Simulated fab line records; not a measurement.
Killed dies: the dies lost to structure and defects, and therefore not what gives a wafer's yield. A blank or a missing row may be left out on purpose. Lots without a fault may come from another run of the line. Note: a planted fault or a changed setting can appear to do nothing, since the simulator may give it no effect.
fab line records    flow n5-finfet
[record] lots = 7  wafers = 21
route steps=1938 shown PASSIVATION@1930
start-h: start of the lot's first displayed wafer, in hours after the record's first day    wait-h: how many hours have passed since the lot's step before this one    " unchanged from the row above    L1.1+2: a single row standing in for several wafers    - no value, or no start given    * or withheld: withheld    < > ~ a bound
route shown NAME@n: NAME is a module with steps in the file, n the number in the route of the first one    usual: mean/standard deviation of fault-free wafers    same: alike in all rows    chamber/n: place in a boat    sites: the reading at each site    _std_site: their standard deviation    _edge_site: mean of outer sites minus mean of inner sites    radius-mm: for every site, how far away it sits from the centre of the wafer    mask NAME#n: copy n    behind: the last tool/chamber to shape the wafer    hold: why the lot was held/for how many hours/how that ended    device: the n, p or np transistor that did not switch    end of line: the tests these same wafers got at the end of their route    a step without rows: its recipe alone    killed: dies lost to structure and defects at the first sort, not the wafer's yield    map: the dies of a wafer, with x for killed, . for not killed, _ for no die there
set.NAME: the setting the step ran with; set.NAME@STEP: the setting that earlier step ran with    model.NAME: the simulator's own value behind a step, which no gauge read
one table per step and one row per wafer, for lots whose settings were changed on purpose
[[steps]]
[step N5_PASSIVATION_ETCH_54]
[recipe] chemistry = CHF3/O2  target = SiO2  target-depth-a = 8800  CHF3_flow_sccm = 50  O2_flow_sccm = 5  Ar_flow_sccm = 200  time-s = 440  mask-material = PR  pressure-mtorr = 30  source-w = 650  bias-w = 170  ion-energy-ev = 200
[usual] rf-vpp-V = 520/12
lot.wafer  tool         chamber  start-h  wait-h  set.bias-w  rf-vpp-V
L078.1     rie-diel-05  3        291.91   0.1     194.5       574
L078.2     "            0        "        "       194.5       594
L078.6     "            2        "        "       170         535
L080.1     rie-diel-06  2        303.17   0.1     170         508
L080.2     "            1        "        "       161         496
L080.6     "            2        "        "       161         486
L092.1     rie-diel-02  3        372.69   0.1     198.5       564
L092.3     "            0        "        "       198.5       587
L092.4     "            0        "        "       170         518
L093.2     rie-diel-02  3        373.28   0.1     148.2       447
L093.5     "            1        "        "       148.2       463
L093.6     "            0        "        "       170         518
L094.3     rie-diel-05  2        383.87   0.1     170         535
L094.4     "            3        "        "       170         515
L094.5     "            1        "        "       170         535
L096.1     rie-diel-06  1        392.11   0.1     170         519
L096.5     "            1        "        "       170         518
L096.6     "            0        "        "       170         509
L097.2     rie-diel-06  1        404.40   0.1     170         518
L097.4     "            2        "        "       170         507
L097.5     "            2        "        "       170         507
[step N5_PASSIVATION_STRIP_48]
[recipe] chemistry = O2  power-w = 600  temp-c = 60  pressure-mtorr = 30  rf-frequency-hz = 6e+07  bias-power-w = 0  overash-fraction = 0.5  o2-flow-sccm = 225
[step N5_PASSIVATION_STRIP_52]
[recipe] chemistry = post-etch-residue-remover  time-s = 1200  temp-c = 72.5
[step N5_PASSIVATION_SRD_72]
[recipe] dry = ipa-marangoni  time-s = 30  temp-c = 23  rinse-liquid = diw
[step N5_PASSIVATION_ANNEAL_56]
[recipe] temp-c = 400  time-s = 1800  ambient = FGA  idle-temp-c = 300  ramp-up-c-per-min = 5  ramp-down-c-per-min = 3
[step N5_PASSIVATION_PROBE_49]
[usual] defect-limited-yield = 90.9/1.5  killed_at_M0_to_M3 = 36/9.9  killed_at_M4_up = 13/4.5  killed-at-contacts = 13/6.4  killed-at-front-end = 42/12  killed-at-other = 3.4/3  killed-dies = 107/18  killed-open = 69/13  killed-short = 35/8.2  sort_bin_5_function = 5.3/1.1  sort_bin_6_memory = 3.4/0.69  sort-n-pass = 1073/18  sort-yield-pct = 90.9/1.5
[same] gross-dies = 1180  killed-at-back-side = 0  sort_bin_4_leakage[%] = 0  sort_bin_8_speed[%] = 0
lot.wafer  tool       chamber  start-h  wait-h  set.dose-mj@PASSIVATION_EXPOSE_41  defect-limited-yield[%]  killed_at_M0_to_M3  killed_at_M4_up  killed-at-contacts  killed-at-front-end  killed-at-other  killed-dies  killed-open  killed-short  sort_bin_5_function[%]  sort_bin_6_memory[%]  sort-n-pass  sort-yield-pct[%]
L078.1     prober-02  -        294.79   0.0     53.7                               90.0                     43                  4                4                   65                   2                118          54           38            7.0                     2.5                   1062         90.0
L078.2     prober-02  -        294.84   0.1     57.25                              91.4                     25                  12               6                   54                   5                102          47           22            6.7                     1.8                   1078         91.4
L078.6     prober-02  -        295.04   0.3     53.7                               92.9                     28                  8                9                   38                   1                84           48           36            4.4                     2.7                   1096         92.9
L080.1     prober-02  -        305.99   0.0     58.6                               91.4                     31                  15               16                  39                   0                101          74           27            4.9                     3.5                   1079         91.4
L080.2     prober-02  -        306.04   0.1     57.25                              91.2                     23                  15               21                  43                   2                104          68           32            4.6                     3.8                   1076         91.2
L080.6     prober-02  -        306.24   0.3     57.25                              90.4                     38                  9                21                  43                   2                113          67           45            5.2                     4.0                   1067         90.4
L092.1     prober-01  -        376.51   1.1     57.25                              92.1                     45                  13               9                   25                   1                93           70           23            4.5                     3.2                   1087         92.1
L092.3     prober-01  -        376.61   1.2     57.25                              89.2                     49                  7                17                  53                   2                128          67           58            6.3                     4.2                   1052         89.2
L092.4     prober-01  -        376.66   1.2     57.25                              90.8                     36                  12               6                   53                   2                109          67           37            6.1                     3.1                   1071         90.8
L093.2     prober-01  -        376.86   0.8     57.25                              91.0                     32                  11               14                  46                   3                106          73           28            4.9                     3.8                   1074         91.0
L093.5     prober-01  -        377.01   1.0     59.96                              87.8                     39                  14               18                  72                   1                144          102          41            7.7                     4.0                   1036         87.8
L093.6     prober-01  -        377.06   1.0     57.25                              89.1                     32                  18               15                  62                   2                129          81           45            6.7                     3.6                   1051         89.1
L094.3     prober-02  -        386.81   0.1     57.25                              92.0                     30                  18               4                   28                   14               94           67           25            4.2                     3.2                   1086         92.0
L094.4     prober-02  -        386.86   0.2     55.97                              91.2                     45                  7                11                  32                   9                104          65           36            5.2                     3.4                   1076         91.2
L094.5     prober-02  -        386.91   0.2     55.97                              90.9                     58                  10               11                  20                   8                107          66           38            5.8                     3.0                   1073         90.9
L096.1     prober-02  -        394.94   0.0     57.25                              90.7                     39                  11               21                  37                   2                110          79           28            5.9                     3.1                   1070         90.7
L096.5     prober-02  -        395.14   0.2     57.25                              91.4                     36                  6                26                  31                   3                102          68           31            5.3                     3.1                   1078         91.4
L096.6     prober-02  -        395.19   0.3     57.25                              92.7                     25                  9                12                  36                   4                86           49           36            3.9                     3.1                   1094         92.7
L097.2     prober-02  -        407.28   0.1     59.62                              90.9                     32                  22               26                  26                   1                107          77           27            4.7                     3.8                   1073         90.9
L097.4     prober-02  -        407.38   0.2     57.25                              62.7                     26                  17               21                  371                  5                440          78           21            34.0                    2.8                   740          62.7
L097.5     prober-02  -        407.43   0.2     59.62                              91.3                     35                  20               13                  34                   1                103          71           28            4.7                     3.9                   1077         91.3
// killed by level:class
L078.1 FIN_SAQP:area-ald=24 BEOL_M0_SAQP:geometric-particle:short=12 BEOL_M0_SAQP:geometric-particle:open=9 STI_FIN_REVEAL:geometric-particle:open=8 BEOL_M2:geometric-particle:open=8 FIN_SAQP:geometric-particle:short=7 DUMMY_GATE:geometric-particle:open=6 BEOL_M3:geometric-particle:open=5
L078.2 FIN_SAQP:area-ald=31 BEOL_M3:geometric-particle:open=9 FIN_SAQP:geometric-particle:open=6 BEOL_M2:geometric-particle:open=6 MOL_CONTACT_COAG:geometric-particle:open=5 BEOL_M4:geometric-particle:open=5 BEOL_M0_SAQP:geometric-particle:open=4 FIN_SAQP:geometric-particle:short=3
L078.6 BEOL_M0_SAQP:geometric-particle:short=12 BEOL_M0_SAQP:geometric-particle:open=8 FIN_SAQP:geometric-particle:open=7 FIN_SAQP:geometric-particle:short=7 STI_FIN_REVEAL:geometric-particle:open=7 MOL_CONTACT_COAG:geometric-particle:open=7 BEOL_M3:geometric-particle:open=5 STARTING-WAFER:geometric-particle:short=4
L080.1 MOL_CONTACT_COAG:geometric-particle:open=14 FIN_SAQP:geometric-particle:open=11 STI_FIN_REVEAL:geometric-particle:open=8 BEOL_M0_SAQP:geometric-particle:open=8 BEOL_M0_SAQP:geometric-particle:short=7 FIN_SAQP:geometric-particle:short=6 GATE_CUT:geometric-particle:short=6 BEOL_M3:geometric-particle:open=6
L080.2 MOL_CONTACT_COAG:geometric-particle:open=16 FIN_SAQP:geometric-particle:open=10 FIN_SAQP:geometric-particle:short=9 BEOL_M0_SAQP:geometric-particle:open=8 STI_FIN_REVEAL:geometric-particle:open=6 MOL_CONTACT_COAG:geometric-particle:short=5 BEOL_M4:geometric-particle:open=5 BEOL_M8:geometric-particle:open=5
L080.6 MOL_CONTACT_COAG:geometric-particle:open=15 BEOL_M0_SAQP:geometric-particle:short=15 FIN_SAQP:geometric-particle:open=14 FIN_SAQP:geometric-particle:short=12 BEOL_M3:geometric-particle:open=8 BEOL_M0_SAQP:geometric-particle:open=7 MOL_CONTACT_COAG:geometric-particle:short=6 BEOL_M4:geometric-particle:open=5
L092.1 BEOL_M0_SAQP:geometric-particle:open=11 BEOL_M1:geometric-particle:open=9 MOL_CONTACT_COAG:geometric-particle:open=8 BEOL_M3:geometric-particle:open=7 BEOL_M4:geometric-particle:open=7 GATE_CUT:geometric-particle:open=6 BEOL_M2:geometric-particle:open=6 GATE_CUT:geometric-particle:short=5
L092.3 FIN_SAQP:geometric-particle:short=18 BEOL_M1:geometric-particle:open=14 MOL_CONTACT_COAG:geometric-particle:short=11 BEOL_M0_SAQP:geometric-particle:open=10 GATE_CUT:geometric-particle:short=7 MOL_CONTACT_COAG:geometric-particle:open=6 BEOL_M3:geometric-particle:open=6 FIN_SAQP:geometric-particle:open=5
L092.4 STI_FIN_REVEAL:geometric-particle:open=12 FIN_SAQP:geometric-particle:open=9 BEOL_M2:geometric-particle:open=9 BEOL_M1:geometric-particle:open=7 FIN_SAQP:geometric-particle:short=6 STI_FIN_REVEAL:geometric-particle:short=5 MOL_CONTACT_COAG:geometric-particle:open=5 ILD0:geometric-particle:short=4
L093.2 BEOL_M1:geometric-particle:open=15 FIN_SAQP:geometric-particle:open=14 MOL_CONTACT_COAG:geometric-particle:open=11 FIN_SAQP:geometric-particle:short=8 STI_FIN_REVEAL:geometric-particle:open=8 GATE_CUT:geometric-particle:short=6 BEOL_M2:geometric-particle:open=6 BEOL_M4:geometric-particle:open=6
L093.5 STI_FIN_REVEAL:geometric-particle:open=24 FIN_SAQP:geometric-particle:short=14 FIN_SAQP:geometric-particle:open=13 MOL_CONTACT_COAG:geometric-particle:open=13 BEOL_M3:geometric-particle:open=10 BEOL_M1:geometric-particle:open=9 GATE_CUT:geometric-particle:open=7 BEOL_M4:geometric-particle:open=6
L093.6 FIN_SAQP:geometric-particle:open=17 MOL_CONTACT_COAG:geometric-particle:open=11 BEOL_M5:geometric-particle:open=9 FIN_SAQP:geometric-particle:short=8 DUMMY_GATE:geometric-particle:open=7 STI_FIN_REVEAL:geometric-particle:open=5 GATE_CUT:geometric-particle:short=5 BEOL_M2:geometric-particle:open=5
L094.3 FIN_SAQP:geometric-particle:open=11 BEOL_M0_SAQP:geometric-particle:open=7 BEOL_M2:geometric-particle:open=7 BEOL_M1:geometric-particle:open=6 BEOL_M0_SAQP:geometric-particle:short=4 BEOL_M4:geometric-particle:open=4 PAD_METAL:geometric-particle:open=4 PAD_METAL:geometric-particle:short=4
L094.4 BEOL_M0_SAQP:geometric-particle:short=14 MOL_CONTACT_COAG:geometric-particle:open=9 FIN_SAQP:geometric-particle:open=8 BEOL_M0:geometric-particle:open=7 BEOL_M1:geometric-particle:open=7 FIN_SAQP:geometric-particle:short=6 BEOL_M0_SAQP:geometric-particle:open=4 BEOL_M2:geometric-particle:open=4
L094.5 BEOL_M0_SAQP:geometric-particle:short=14 MOL_CONTACT_COAG:geometric-particle:open=11 BEOL_M2:geometric-particle:open=11 BEOL_M3:geometric-particle:open=10 BEOL_M0_SAQP:geometric-particle:open=6 FIN_SAQP:geometric-particle:open=5 BEOL_M3:geometric-particle:short=5 BEOL_M1:geometric-particle:open=3
L096.1 MOL_CONTACT_COAG:geometric-particle:open=19 BEOL_M1:geometric-particle:open=10 BEOL_M3:geometric-particle:open=9 FIN_SAQP:geometric-particle:open=7 DUMMY_GATE:geometric-particle:open=7 BEOL_M0_SAQP:geometric-particle:short=6 GATE_CUT:geometric-particle:short=5 STARTING-WAFER:geometric-particle:open=5
L096.5 MOL_CONTACT_COAG:geometric-particle:open=23 BEOL_M0_SAQP:geometric-particle:open=11 BEOL_M2:geometric-particle:open=7 GATE_CUT:geometric-particle:short=6 FIN_SAQP:geometric-particle:short=4 FIN_SAQP:geometric-particle:open=4 STARTING-WAFER:geometric-particle:open=4 STARTING-WAFER:geometric-particle:short=4
L096.6 MOL_CONTACT_COAG:geometric-particle:open=9 FIN_SAQP:geometric-particle:short=6 STI_FIN_REVEAL:geometric-particle:open=6 BEOL_M2:geometric-particle:open=6 BEOL_M0_SAQP:geometric-particle:short=6 FIN_SAQP:geometric-particle:open=5 ILD0:geometric-particle:short=4 BEOL_M1:geometric-particle:open=4
L097.2 MOL_CONTACT_COAG:geometric-particle:open=21 BEOL_M1:geometric-particle:open=11 BEOL_M0:geometric-particle:open=8 BEOL_M4:geometric-particle:open=6 BEOL_M5:geometric-particle:open=6 FIN_SAQP:geometric-particle:open=5 FIN_SAQP:geometric-particle:short=5 MOL_CONTACT_COAG:geometric-particle:short=5
L097.4 FIN_SAQP:area-ald=338 MOL_CONTACT_COAG:geometric-particle:open=18 STI_FIN_REVEAL:geometric-particle:open=12 BEOL_M0_SAQP:geometric-particle:open=10 BEOL_M1:geometric-particle:open=7 BEOL_M5:geometric-particle:open=6 FIN_SAQP:geometric-particle:short=5 BEOL_M2:geometric-particle:open=5
L097.5 BEOL_M1:geometric-particle:open=12 STI_FIN_REVEAL:geometric-particle:open=10 MOL_CONTACT_COAG:geometric-particle:open=10 BEOL_M4:geometric-particle:open=8 BEOL_M0_SAQP:geometric-particle:open=6 BEOL_M3:geometric-particle:open=5 BEOL_M2:geometric-particle:open=5 STI_FIN_REVEAL:geometric-particle:short=4
[[key]]
[split] step = N5_PASSIVATION_ETCH_54  setting = bias-w  stated = 170  by = wafer
[response] step = N5_PASSIVATION_ETCH_54  reading = rf-vpp-V  change = +3.8  per = 1%  r = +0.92
split outside-this-file step=N5_PASSIVATION_EXPOSE_41 setting=dose-mj
// split outside-this-file: this setting was split too, and the file shows its column; the key of that split is in another file
